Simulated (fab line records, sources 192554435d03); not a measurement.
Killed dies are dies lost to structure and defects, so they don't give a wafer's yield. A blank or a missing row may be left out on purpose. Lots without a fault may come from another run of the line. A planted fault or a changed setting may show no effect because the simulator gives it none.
A struck lot beside a sound one | flow n5_finfet | 14 steps out of a route of 1938
Sound: wafers L983.3, L983.4, L983.5. Struck: wafers L992.2, L992.4, L992.5. The cause comes at the end.
At each step with rows: each side's tool, then ch and its chambers, then its first start. Under that, the readings that differ: sound wafers | struck wafers | difference of the means | sigmas: that difference in standard deviations of wafers without a fault.
alike: readings whose means differ by less than 2 such deviations, and words and numbers that are the same on both sides. not compared: withheld readings, readings that some wafer has no value for, bounds like >300 that may hide the same value, and numbers for which the record gives no deviation and whose values overlap.
The two part at a step that has a row with sigmas, a row that says differs or no value, or rows on one side only. Numbers that don't overlap but have no deviation are shown without sigmas and don't part them. A reading that every wafer of one side lacks parts them only if that side has two wafers or more.

N5_FIN_SAQP_PECVD_47: deposits a-Si from SiH4/He, target thk 45 nm, time 36.3 s.
  sound on pecvd-01 ch 0,1, day 4 03:01; struck on pecvd-02 ch 0,2, day 6 09:47
  alike: heater_power_w, showerhead_plenum_p_Torr, throttle_valve_pct
N5_FIN_SAQP_PECVD_48: deposits SiNx from SiH4/NH3/N2, target thk 25 nm, time 22.1 s.
  sound on pecvd-01 ch 0,1, day 4 03:04; struck on pecvd-02 ch 0,2, day 6 09:49
  reading                | sound          | struck         | difference | sigmas
  heater_power_w (W)     | 755 774 749    | 871 890 912    | +132       | +2
  throttle_valve_pct (%) | 39.3 40.8 39.6 | 36.7 39.7 36.4 | -2.3       | -2
  alike: showerhead_plenum_p_Torr
N5_FIN_SAQP_PECVD_06: deposits a-Si from SiH4/He, target thk 60 nm, time 48.1 s.
  sound on pecvd-01 ch 0,1, day 4 03:06; struck on pecvd-02 ch 0,2, day 6 09:52
  alike: heater_power_w, showerhead_plenum_p_Torr, throttle_valve_pct
N5_FIN_SAQP_THK_MEAS_07:
  sound on film_metro-01, day 4 03:11; struck on film_metro-02, day 6 09:57
  alike: thk_nm
N5_FIN_SAQP_HM_DEP_72: deposits SiO2 from SiH4/N2O, target thk 12 nm, time 7.2 s.
  sound on pecvd-02 ch 1,2, day 4 03:13; struck on pecvd-01 ch 0,1,2, day 6 09:59
  alike: heater_power_w, showerhead_plenum_p_Torr
then, 7 steps without rows for these wafers: N5_FIN_SAQP_COAT_49 (time 60 s, resist thk 100 nm); N5_FIN_SAQP_COAT_50 (time 60 s, resist thk 35 nm); N5_FIN_SAQP_COAT_10 (resist thk 90 nm); N5_FIN_SAQP_EBR_12; N5_FIN_SAQP_SOFTBAKE_11 (time 60 s); N5_FIN_SAQP_EXPOSE_13 (exposes mask FIN CORE, target cd 35.6 nm); N5_FIN_SAQP_PEB_14 (peb time 60 s).
N5_FIN_SAQP_DEVELOP_15: develop time 30 s.
  sound on litho_track-05 ch 0, day 4 03:37; struck on litho_track-01, day 6 10:23
  no value came back on the struck wafers for chill_plate_temp_C (C), develop_time_s (s), resist_line_temp_C (C); on the sound wafers chill_plate_temp_C (C) reads 22.83 22.90 22.86
  reading                                       | sound             | struck            | difference | sigmas
  model.CAR-ArF_of_FIN_SAQP_COAT_10.thk_nm (nm) | 88.41 88.28 88.52 | 90.01 90.09 90.32 | +1.74      |
N5_FIN_SAQP_CD_MEAS_16: target cd 35.6 nm.
  sound on cd_sem-01 ch 0, day 4 03:41; struck on cd_sem-02 ch 0, day 6 10:26
  reading    | sound          | struck | difference                    | sigmas
  cd_nm (nm) | 35.8 35.5 35.7 | - - -  | no value on the struck wafers |

WHERE THEY PART
First at N5_FIN_SAQP_PECVD_48; last, within this record, at N5_FIN_SAQP_CD_MEAS_16.

WHY: what the simulator had put in
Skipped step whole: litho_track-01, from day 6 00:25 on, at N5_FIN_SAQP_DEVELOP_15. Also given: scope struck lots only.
